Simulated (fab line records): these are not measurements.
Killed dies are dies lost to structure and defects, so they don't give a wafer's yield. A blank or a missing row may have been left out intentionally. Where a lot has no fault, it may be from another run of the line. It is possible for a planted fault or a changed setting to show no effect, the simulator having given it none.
fab line records -- flow n5_finfet
record: lots: 6, wafers: 18, last_day: 17
route steps=1938 shown BEOL_M11@1567 PASSIVATION@1936
lots that met no fault: from a run of the same line without faults
start_h: the number of hours between the record's first day and the start of the first shown wafer of the lot -- wait_h: hours from the lot's prior step to this one -- " repeats the value in the row above -- L1.1+2: a single row standing in for several wafers -- - no value, or no start given -- * or withheld: withheld -- < > ~ a bound
route shown NAME@n: names a module that has steps shown in the file, with the first one's number in the route -- usual: mean/standard deviation taken from wafers without a fault -- same: alike in all rows -- chamber/n: place in a boat -- sites: each site's reading -- _std_site: standard deviation of those values -- _edge_site: inner sites' mean taken away from outer sites' mean -- radius_mm: for every site, how far away it sits from the centre of the wafer -- mask NAME#n: copy n -- behind: tool/chamber where the wafer was last shaped -- hold: the reason the lot was held/the length of the hold in hours/how it ended -- device: names the non-switching transistor (n, p or np) -- end of line: tests of these same wafers at the route's end -- a step given without rows: its recipe and nothing more -- killed: the dies lost at the first sort to structure and to defects; this is not the yield of the wafer -- map: per-die view of a wafer (x killed, . not killed, _ where there is no die)
set.NAME: the setting as run; set.NAME@STEP: as run at that earlier step -- model.NAME: the simulator's own value behind a step, which no gauge read
lots at some steps of the route; a table a step, a row a wafer
services: the hour from which a tool's chamber was out of use, counted from the record's first day as start_h (under 0 if before that day), plus the number of hours and why
== steps ==
step: N5_BEOL_M11_DEVELOP_27
recipe: develop_time_s: 30, developer: TMAH, resist: CAR-ArF, rinse_liquid: diw, dry: air_spin, dev_temp_c: 23
step: N5_BEOL_M11_CD_MEAS_28
recipe: target_cd_nm: 70, landing_energy_ev: 500, detector: se_inlens, polarity: opening
usual: cd_nm: 69.6/1.1
lot.wafer,tool,chamber,start_h,wait_h,cd_nm
L128.1,cd_sem-02,0,272.69,-,71.0
L128.4,cd_sem-02,0,272.69,-,71.0
L128.5,cd_sem-02,0,272.69,-,70.9
L132.2,cd_sem-01,0,281.64,-,67.9
L132.4,cd_sem-01,0,281.64,-,69.0
L132.5,cd_sem-01,0,281.64,-,68.5
L136.2,cd_sem-02,0,314.18,-,71.4
L136.3,cd_sem-02,0,314.18,-,71.6
L136.5,cd_sem-02,0,314.18,-,71.0
L134.1,cd_sem-02,0,314.69,-,72.2
L134.3,cd_sem-02,0,314.69,-,70.8
L134.5,cd_sem-02,0,314.69,-,72.0
L138.2,cd_sem-01,0,324.48,-,68.5
L138.5,cd_sem-01,0,324.48,-,69.0
L138.6,cd_sem-01,0,324.48,-,69.9
L147.1,cd_sem-03,0,377.04,-,68.6
L147.4,cd_sem-03,0,377.04,-,68.3
L147.6,cd_sem-03,0,377.04,-,68.1
step: N5_BEOL_M11_OVL_MEAS_29
recipe: points_per_wafer: 44
usual: V10_OVL: -0.1/0.75
lot.wafer,tool,chamber,start_h,wait_h,V10_OVL[nm]
L128.1,overlay-01,0,272.72,0.0,-0.7
L128.4,overlay-01,0,272.72,0.0,0.3
L128.5,overlay-01,0,272.72,0.0,0.2
L132.2,overlay-01,0,281.67,0.0,-1.3
L132.4,overlay-01,0,281.67,0.0,0.0
L132.5,overlay-01,0,281.67,0.0,-1.9
L136.2,overlay-01,0,314.21,0.0,-0.8
L136.3,overlay-01,0,314.21,0.0,-0.5
L136.5,overlay-01,0,314.21,0.0,-2.0
L134.1,overlay-01,0,314.72,0.0,0.0
L134.3,overlay-01,0,314.72,0.0,0.9
L134.5,overlay-01,0,314.72,0.0,-0.4
L138.2,overlay-01,0,324.51,0.0,1.0
L138.5,overlay-01,0,324.51,0.0,-0.3
L138.6,overlay-01,0,324.51,0.0,-0.2
L147.1,overlay-01,0,377.07,0.0,-0.1
L147.4,overlay-01,0,377.07,0.0,-0.4
L147.6,overlay-01,0,377.07,0.0,-0.1
step: N5_BEOL_M11_INSPECT_30
recipe: mode: adi, inspect_instrument: brightfield
usual: raw_defect_count: 432/89
lot.wafer,tool,chamber,start_h,wait_h,raw_defect_count
L128.1,defect_inspect-02,-,272.74,0.0,379
L128.4,defect_inspect-02,-,272.74,0.0,315
L128.5,defect_inspect-02,-,272.74,0.0,321
L132.2,defect_inspect-01,-,281.69,0.0,562
L132.4,defect_inspect-01,-,281.69,0.0,551
L132.5,defect_inspect-01,-,281.69,0.0,626
L136.2,defect_inspect-02,-,314.24,0.0,532
L136.3,defect_inspect-02,-,314.24,0.0,384
L136.5,defect_inspect-02,-,314.24,0.0,552
L134.1,defect_inspect-02,-,314.74,0.0,402
L134.3,defect_inspect-02,-,314.74,0.0,439
L134.5,defect_inspect-02,-,314.74,0.0,529
L138.2,defect_inspect-01,-,324.53,0.0,354
L138.5,defect_inspect-01,-,324.53,0.0,428
L138.6,defect_inspect-01,-,324.53,0.0,452
L147.1,defect_inspect-02,-,377.09,0.0,398
L147.4,defect_inspect-02,-,377.09,0.0,353
L147.6,defect_inspect-02,-,377.09,0.0,356
step: N5_BEOL_M11_DESCUM_33
recipe: chemistry: O2, time_s: 7.9, source_power_w: 50, bias_power_w: 20, pressure_mtorr: 20, rf_frequency_hz: 2.712e+07, temp_c: 40, resist: CAR-ArF, o2_flow_sccm: 225
usual: drypump_motor_current_A: 5.7/0.43, oes_product_au: 0.80/0.082, rf_fwd_power_W: 49.29/0.24, rf_vpp_V: 242.5/1.5, showerhead_plenum_p_Torr: 2.06/0.078, throttle_valve_pct: 20.43/0.24
lot.wafer,tool,chamber,start_h,wait_h,drypump_motor_current_A,oes_product_au,rf_fwd_power_W,rf_hours_counter_h,rf_vpp_V,showerhead_plenum_p_Torr,throttle_valve_pct
L128.1,rie_diel-03,1,272.78,0.0,5.8,0.91,48.98,27,244.2,2.13,20.29
L128.4,rie_diel-03,0,272.78,0.0,5.4,0.70,49.61,210,242.2,2.09,21.05
L128.5,rie_diel-03,2,272.78,0.0,5.7,0.83,49.64,-,243.5,2.11,20.41
L132.2,rie_diel-04,0,281.73,0.0,6.3,0.75,49.26,143,240.7,1.93,20.59
L132.4,rie_diel-04,1,281.73,0.0,6.2,0.77,49.10,-,242.9,2.08,20.24
L132.5,rie_diel-04,3,281.73,0.0,6.0,0.90,49.25,-,242.0,2.05,20.38
L136.2,rie_diel-04,1,314.37,0.1,6.2,0.76,49.12,139,244.1,2.08,20.28
L136.3,rie_diel-04,3,314.37,0.1,6.1,0.88,49.20,46,243.1,2.04,20.39
L136.5,rie_diel-04,2,314.37,0.1,5.5,0.90,49.25,-,243.5,2.16,20.51
L134.1,rie_diel-04,0,314.94,0.2,6.4,0.75,49.52,154,242.1,1.92,20.59
L134.3,rie_diel-04,3,314.94,0.2,6.0,0.88,49.07,46,242.3,2.04,20.40
L134.5,rie_diel-04,3,314.94,0.2,6.0,0.89,49.44,-,241.8,2.04,20.40
L138.2,rie_diel-02,3,324.86,0.3,5.4,0.70,49.35,206,241.9,2.08,20.57
L138.5,rie_diel-02,0,324.86,0.3,5.0,0.75,49.24,-,240.3,1.91,20.63
L138.6,rie_diel-02,1,324.86,0.3,5.2,0.83,49.06,-,243.3,2.04,20.11
L147.1,rie_diel-02,3,377.13,0.0,5.5,0.68,49.16,221,241.8,2.08,20.60
L147.4,rie_diel-02,1,377.13,0.0,5.2,0.82,48.97,83,242.2,2.03,20.13
L147.6,rie_diel-02,1,377.13,0.0,5.2,0.82,48.93,-,243.1,2.03,20.14
step: N5_BEOL_M11_ETCH_65
recipe: chemistry: CF4, target: SiARC, target_depth_a: 390, mask_material: CAR-ArF, time_s: 65, ion_energy_ev: 80, pressure_mtorr: 40, source_w: 545, bias_w: 36, Ar_flow_sccm: 100, cf4_flow_sccm: 100, ends: cleared
usual: drypump_motor_current_A: 5.7/0.43, etch_rf_on_time_s: 64.6/1.4, mfc_ar_sccm: 100.0/0.31, oes_product_au: 0.68/0.068, rf_fwd_power_W: 537.5/2.8, rf_vpp_V: 183.6/1.2, showerhead_plenum_p_Torr: 2.11/0.073, throttle_valve_pct: 15.61/0.23
lot.wafer,tool,chamber,start_h,wait_h,drypump_motor_current_A,etch_rf_on_time_s,mfc_ar_sccm,oes_product_au,rf_fwd_power_W,rf_hours_counter_h,rf_vpp_V,showerhead_plenum_p_Torr,throttle_valve_pct
L128.1,rie_diel-03,1,272.81,0.0,5.8,61.8,100.2,0.78,533.8,27,184.9,2.18,15.44
L128.4,rie_diel-03,0,272.81,0.0,5.4,64.7,100.6,0.60,540.1,210,182.4,2.13,16.11
L128.5,rie_diel-03,2,272.81,0.0,5.7,63.8,100.1,0.71,538.0,-,184.6,2.16,15.61
L132.2,rie_diel-04,0,281.76,0.0,6.4,66.7,100.0,0.64,540.3,143,182.2,2.00,15.82
L132.4,rie_diel-04,1,281.76,0.0,6.2,63.0,99.8,0.66,539.1,-,185.0,2.15,15.61
L132.5,rie_diel-04,3,281.76,0.0,6.0,63.8,99.9,0.76,537.1,-,183.2,2.09,15.45
L136.2,rie_diel-04,1,314.41,0.0,6.2,63.1,100.6,0.66,536.7,139,184.8,2.15,15.62
L136.3,rie_diel-04,3,314.41,0.0,6.0,63.1,100.1,0.75,540.0,46,183.6,2.09,15.49
L136.5,rie_diel-04,2,314.41,0.0,5.5,65.0,100.7,0.75,541.6,-,183.3,2.19,15.52
L134.1,rie_diel-04,0,314.97,0.0,6.4,66.3,99.8,0.63,538.9,154,180.8,1.99,15.84
L134.3,rie_diel-04,3,314.97,0.0,6.1,63.2,100.0,0.75,534.1,46,184.5,2.09,15.49
L134.5,rie_diel-04,3,314.97,0.0,6.1,62.8,99.6,0.76,534.8,-,182.5,2.09,15.48
L138.2,rie_diel-02,3,324.89,0.0,5.4,65.6,100.2,0.60,540.3,206,182.9,2.12,15.75
L138.5,rie_diel-02,0,324.89,0.0,5.0,64.4,100.0,0.64,537.3,-,181.1,1.97,15.80
L138.6,rie_diel-02,1,324.89,0.0,5.2,64.8,100.4,0.70,535.0,-,184.0,2.08,15.28
L147.1,rie_diel-02,3,377.16,0.0,5.5,66.3,99.7,0.58,540.1,221,184.2,2.12,15.78
L147.4,rie_diel-02,1,377.16,0.0,5.2,64.6,100.4,0.69,536.3,83,185.5,2.08,15.31
L147.6,rie_diel-02,1,377.16,0.0,5.2,64.5,100.0,0.69,534.0,-,183.0,2.08,15.32
step: N5_BEOL_M11_ETCH_66
recipe: chemistry: N2/H2, target: SOC, target_depth_a: 1200, overetch_a: 240, mask_material: SiARC, temp_c: 40, time_s: 180, ion_energy_ev: 200, pressure_mtorr: 30, source_w: 840, bias_w: 150, n2_flow_sccm: 200, h2_flow_sccm: 200
usual: drypump_motor_current_A: 5.7/0.43, oes_product_au: 0.64/0.06, rf_fwd_power_W: 835.9/2.8, rf_vpp_V: 522.7/2.7, run_length_s: 203.4/0.37, showerhead_plenum_p_Torr: 2.50/0.092, throttle_valve_pct: 17.81/0.19
lot.wafer,tool,chamber,start_h,wait_h,drypump_motor_current_A,oes_product_au,rf_fwd_power_W,rf_hours_counter_h,rf_vpp_V,run_length_s,showerhead_plenum_p_Torr,throttle_valve_pct
L128.1,rie_diel-03,1,272.86,0.0,5.8,0.71,831.8,27,524.1,203.3,2.61,17.80
L128.4,rie_diel-03,0,272.86,0.0,5.4,0.57,836.6,210,524.1,202.7,2.52,18.33
L128.5,rie_diel-03,2,272.86,0.0,5.7,0.66,832.1,-,524.9,202.7,2.57,17.82
L132.2,rie_diel-04,0,281.81,0.0,6.4,0.62,837.8,143,518.1,203.4,2.33,17.90
L132.4,rie_diel-04,1,281.81,0.0,6.2,0.63,833.5,-,523.0,203.5,2.56,17.81
L132.5,rie_diel-04,3,281.81,0.0,6.0,0.71,833.6,-,522.7,203.0,2.48,17.62
L136.2,rie_diel-04,1,314.46,0.0,6.2,0.61,839.0,139,524.5,203.3,2.55,17.81
L136.3,rie_diel-04,3,314.46,0.0,6.1,0.69,830.6,46,521.8,204.0,2.48,17.65
L136.5,rie_diel-04,2,314.46,0.0,5.5,0.70,837.8,-,525.2,204.1,2.58,17.68
L134.1,rie_diel-04,0,315.02,0.0,6.4,0.60,833.8,154,518.3,203.8,2.33,17.91
L134.3,rie_diel-04,3,315.02,0.0,6.1,0.69,836.0,46,523.1,203.2,2.48,17.65
L134.5,rie_diel-04,3,315.02,0.0,6.0,0.71,835.0,-,522.9,203.1,2.48,17.65
L138.2,rie_diel-02,3,324.94,0.0,5.4,0.56,839.1,206,523.3,203.2,2.51,17.86
L138.5,rie_diel-02,0,324.94,0.0,5.0,0.59,836.6,-,519.0,202.9,2.34,18.06
L138.6,rie_diel-02,1,324.94,0.0,5.2,0.67,833.5,-,522.1,203.8,2.47,17.61
L147.1,rie_diel-02,3,377.21,0.0,5.5,0.56,839.7,221,522.8,203.3,2.51,17.89
L147.4,rie_diel-02,1,377.21,0.0,5.2,0.65,834.3,83,522.4,203.4,2.47,17.64
L147.6,rie_diel-02,1,377.21,0.0,5.2,0.65,837.6,-,522.2,203.3,2.47,17.61
step: N5_BEOL_M11_STRIP_69
recipe: chemistry: N2/H2, temp_c: 40, n2_flow_sccm: 200, h2_flow_sccm: 200, rf_frequency_hz: 6e+07
step: N5_BEOL_M11_VIA_ETCH_34
recipe: chemistry: C4F6/O2, target: SiCOH_lowk, target_depth_a: 1845, mask_material: SOC, taper_deg: 4, time_s: 69.2, ion_energy_ev: 250, pressure_mtorr: 30, source_w: 345, bias_w: 185, Ar_flow_sccm: 300, C4F6_flow_sccm: 10, O2_flow_sccm: 10
step: N5_BEOL_M11_STRIP_73
recipe: chemistry: C4F6/O2, resist: SiARC, rf_frequency_hz: 6e+07
step: N5_BEOL_M11_STRIP_36
recipe: chemistry: N2/H2, power_w: 450, temp_c: 40, pressure_mtorr: 20, rf_frequency_hz: 6e+07, overash_fraction: 0.3, bias_power_w: 7, h2_frac: 0.5, n2_flow_sccm: 200, h2_flow_sccm: 200
usual: drypump_motor_current_A: 5.7/0.43, oes_product_au: 0.80/0.082, rf_vpp_V: 59.0/2, showerhead_plenum_p_Torr: 2.50/0.092, throttle_valve_pct: 23.63/0.2
lot.wafer,tool,chamber,start_h,wait_h,drypump_motor_current_A,oes_product_au,rf_hours_counter_h,rf_vpp_V,showerhead_plenum_p_Torr,throttle_valve_pct
L128.1,rie_diel-03,1,273.05,0.0,5.8,0.90,27,59.8,2.61,23.75
L128.4,rie_diel-03,0,273.05,0.0,5.4,0.69,211,60.0,2.51,24.21
L128.5,rie_diel-03,2,273.05,0.0,5.7,0.83,-,60.2,2.57,23.55
L132.2,rie_diel-04,0,282.00,0.0,6.3,0.77,143,59.1,2.33,23.78
L132.4,rie_diel-04,1,282.00,0.0,6.2,0.78,-,57.4,2.55,23.62
L132.5,rie_diel-04,3,282.00,0.0,6.0,0.90,-,57.5,2.48,23.39
L136.2,rie_diel-04,1,314.65,0.0,6.2,0.76,139,60.6,2.55,23.61
L136.3,rie_diel-04,3,314.65,0.0,6.1,0.89,46,57.6,2.47,23.40
L136.5,rie_diel-04,2,314.65,0.0,5.5,0.89,-,60.4,2.58,23.51
L134.1,rie_diel-04,0,315.21,0.0,6.3,0.74,154,56.6,2.32,23.77
L134.3,rie_diel-04,3,315.21,0.0,6.0,0.89,46,60.2,2.47,23.39
L134.5,rie_diel-04,3,315.21,0.0,6.0,0.87,-,56.1,2.47,23.43
L138.2,rie_diel-02,3,325.13,0.0,5.5,0.68,206,62.4,2.51,23.55
L138.5,rie_diel-02,0,325.13,0.0,5.0,0.74,-,56.2,2.34,23.84
L138.6,rie_diel-02,1,325.13,0.0,5.2,0.83,-,58.5,2.47,23.53
L147.1,rie_diel-02,3,377.40,0.0,5.5,0.69,221,58.4,2.50,23.65
L147.4,rie_diel-02,1,377.40,0.0,5.2,0.83,84,55.6,2.46,23.53
L147.6,rie_diel-02,1,377.40,0.0,5.2,0.84,-,59.8,2.46,23.51
step: N5_BEOL_M11_TRENCH_ETCH_37
recipe: chemistry: C4F6/O2, target_depth_a: 1488.3, target: SiCOH_lowk, time_s: 48, ion_energy_ev: 250, pressure_mtorr: 30, source_w: 345, bias_w: 185, Ar_flow_sccm: 300, C4F6_flow_sccm: 10, O2_flow_sccm: 10
step: N5_BEOL_M11_ETCH_41
recipe: chemistry: CH3F/O2, target: SiCN, target_depth_a: 426, taper_deg: 2, time_s: 86, ion_energy_ev: 120, mask_material: TiN, pressure_mtorr: 30, source_w: 395, bias_w: 75, Ar_flow_sccm: 150, CH3F_flow_sccm: 30, O2_flow_sccm: 20
usual: drypump_motor_current_A: 5.7/0.42, mfc_ar_sccm: 150.0/0.47, oes_product_au: 0.80/0.08, rf_fwd_power_W: 391.9/1.5, rf_vpp_V: 296.7/1.6, run_length_s: 109.4/0.38, showerhead_plenum_p_Torr: 1.97/0.072, throttle_valve_pct: 16.33/0.22
lot.wafer,tool,chamber,start_h,wait_h,drypump_motor_current_A,mfc_ar_sccm,oes_product_au,rf_fwd_power_W,rf_hours_counter_h,rf_vpp_V,run_length_s,showerhead_plenum_p_Torr,throttle_valve_pct,model.etch.depth_nm
L128.1,rie_diel-03,1,273.13,-,5.8,148.9,0.90,391.7,27,299.3,109.9,2.05,16.19,33.51
L128.4,rie_diel-03,0,273.13,-,5.4,150.5,0.71,391.8,211,296.1,108.7,1.99,16.79,32.72
L128.5,rie_diel-03,2,273.13,-,5.7,149.7,0.82,392.3,-,297.1,109.1,2.02,16.30,32.76
L132.2,rie_diel-04,0,282.08,-,6.4,150.7,0.75,391.9,143,295.5,109.5,1.86,16.52,31.94
L132.4,rie_diel-04,1,282.08,-,6.2,149.9,0.77,393.6,-,296.6,109.6,2.01,16.29,33.06
L132.5,rie_diel-04,3,282.08,-,6.0,149.3,0.90,391.0,-,295.2,109.3,1.96,16.22,33.44
L136.2,rie_diel-04,1,314.73,-,6.2,150.3,0.77,392.0,139,296.8,109.0,2.00,16.31,32.85
L136.3,rie_diel-04,3,314.73,-,6.0,149.8,0.87,-,46,296.4,98.7,1.96,16.24,29.25
L136.5,rie_diel-04,2,314.73,-,5.5,149.5,0.88,-,-,297.6,99.4,2.04,16.19,28.71
L134.1,rie_diel-04,0,315.29,-,6.3,150.5,0.74,392.8,154,294.6,109.6,1.85,16.55,32.09
L134.3,rie_diel-04,3,315.29,-,6.0,148.9,0.88,-,46,295.4,98.8,1.96,16.25,29.49
L134.5,rie_diel-04,3,315.29,-,6.0,149.5,0.89,-,-,296.3,98.8,1.96,16.27,29.65
L138.2,rie_diel-02,3,325.21,-,5.4,150.5,0.70,393.2,206,298.0,109.5,1.98,16.43,32.48
L138.5,rie_diel-02,0,325.21,-,5.0,149.4,0.74,390.5,-,296.4,108.8,1.83,16.54,32.7
L138.6,rie_diel-02,1,325.21,-,5.2,149.5,0.83,390.8,-,297.5,109.5,1.95,16.01,32.52
L147.1,rie_diel-02,3,377.48,-,5.5,150.8,0.69,391.4,221,298.2,109.2,1.97,16.47,32.29
L147.4,rie_diel-02,1,377.48,-,5.2,149.9,0.81,390.3,84,295.6,109.6,1.94,16.03,32.86
L147.6,rie_diel-02,1,377.48,-,5.2,149.5,0.81,390.0,-,297.1,109.9,1.94,16.04,32.61
step: N5_BEOL_M11_STRIP_77
recipe: chemistry: N2/H2, time_s: 10, power_w: 450, temp_c: 40, pressure_mtorr: 20, rf_frequency_hz: 6e+07, bias_power_w: 7, n2_flow_sccm: 200, h2_flow_sccm: 200
usual: drypump_motor_current_A: 5.7/0.43, oes_product_au: 0.80/0.082, rf_vpp_V: 59.0/0.84, showerhead_plenum_p_Torr: 2.50/0.092, throttle_valve_pct: 23.63/0.2
lot.wafer,tool,chamber,start_h,wait_h,drypump_motor_current_A,oes_product_au,rf_hours_counter_h,rf_vpp_V,showerhead_plenum_p_Torr,throttle_valve_pct
L128.1,rie_diel-03,1,-,-,5.8,0.90,27,59.4,2.61,23.74
L128.4,rie_diel-03,0,-,-,5.4,0.70,211,59.0,2.51,24.23
L128.5,rie_diel-03,2,-,-,5.7,0.82,-,58.9,2.57,23.57
L132.2,rie_diel-04,0,-,-,6.3,0.75,143,59.0,2.33,23.75
L132.4,rie_diel-04,1,-,-,6.2,0.77,-,59.6,2.55,23.62
L132.5,rie_diel-04,3,-,-,6.1,0.89,-,58.6,2.48,23.38
L136.2,rie_diel-04,1,-,-,6.2,0.76,139,59.7,2.55,23.62
L136.3,rie_diel-04,3,-,-,6.0,0.88,46,58.6,2.47,23.43
L136.5,rie_diel-04,2,-,-,5.5,0.90,-,59.5,2.58,23.52
L134.1,rie_diel-04,0,-,-,6.4,0.74,154,58.4,2.32,23.77
L134.3,rie_diel-04,3,-,-,6.1,0.87,46,60.1,2.47,23.41
L134.5,rie_diel-04,3,-,-,6.1,0.87,-,59.9,2.47,23.40
L138.2,rie_diel-02,3,-,-,5.4,0.70,206,61.3,2.51,23.57
L138.5,rie_diel-02,0,-,-,5.0,0.74,-,57.5,2.34,23.85
L138.6,rie_diel-02,1,-,-,5.2,0.84,-,57.9,2.47,23.51
L147.1,rie_diel-02,3,-,-,5.5,0.69,221,58.3,2.50,23.58
L147.4,rie_diel-02,1,-,-,5.2,0.82,84,58.9,2.46,23.53
L147.6,rie_diel-02,1,-,-,5.2,0.83,-,58.1,2.46,23.53
step: N5_PASSIVATION_PROBE_49
usual: defect_limited_yield: 91.3/1.5, killed_at_M0_to_M3: 31/11, killed_at_M4_up: 14/5.1, killed_at_contacts: 12/5.6, killed_at_front_end: 42/12, killed_at_other: 3.8/2.9, killed_dies: 103/18, killed_open: 67/14, killed_short: 33/8, sort_bin_5_function: 5.1/1, sort_bin_6_memory: 3.2/0.75, sort_n_pass: 1077/18, sort_yield_pct: 91.3/1.5
same: gross_dies: 1180, killed_at_back_side: 0, sort_bin_4_leakage[%]: 0, sort_bin_8_speed[%]: 0
lot.wafer,tool,chamber,start_h,wait_h,defect_limited_yield[%],killed_at_M0_to_M3,killed_at_M4_up,killed_at_contacts,killed_at_front_end,killed_at_other,killed_dies,killed_open,killed_short,sort_bin_5_function[%],sort_bin_6_memory[%],sort_n_pass,sort_yield_pct[%]
L132.2,prober-01,-,326.31,0.1,89.1,40,22,11,55,1,129,82,41,5.3,4.8,1051,89.1
killed by level:class
L132.2 BEOL_M0_SAQP:geometric_particle:short=14 STI_FIN_REVEAL:geometric_particle:open=13 BEOL_M0_SAQP:geometric_particle:open=11 MOL_CONTACT_COAG:geometric_particle:open=8 BEOL_M4:geometric_particle:open=7 BEOL_M5:geometric_particle:open=7 BEOL_M3:geometric_particle:open=6 DUMMY_GATE:geometric_particle:open=6
== services ==
tool,chamber,start_h,hours,kind
rie_diel-02,0,259.82,6.2,repair
rie_diel-02,2,266.34,-,clean
rie_diel-02,2,266.34,-,consumable_replace:focus_ring
rie_diel-02,2,266.34,18.4,scheduled_down
rie_diel-02,2,266.34,18.4,vent_cycle
rie_diel-04,2,277.56,5.6,repair
rie_diel-03,3,325.77,3.3,repair
== key ==
first_sign: step: N5_BEOL_M11_ETCH_41, reading: run_length_s, direction: down, sigmas: 28, usual: *, struck: *
effect none on later readings
model_effect: step: N5_BEOL_M11_ETCH_41, value: etch.depth_nm, without: 33.27, struck: 29.27
met_at N5_BEOL_M11_ETCH_41
struck_wafers L134.3,L134.5,L136.3,L136.5
onset_between 282.08 314.73
fault: kind: process_parameter_drift, tool: rie_diel-04, chamber: -, onset_h: 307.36, steps: N5_BEOL_M11_ETCH_41, channel: time_s, offset: *, shape: step, end_h: 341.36, scope: struck_wafers_only, acts_in: *, stated: *
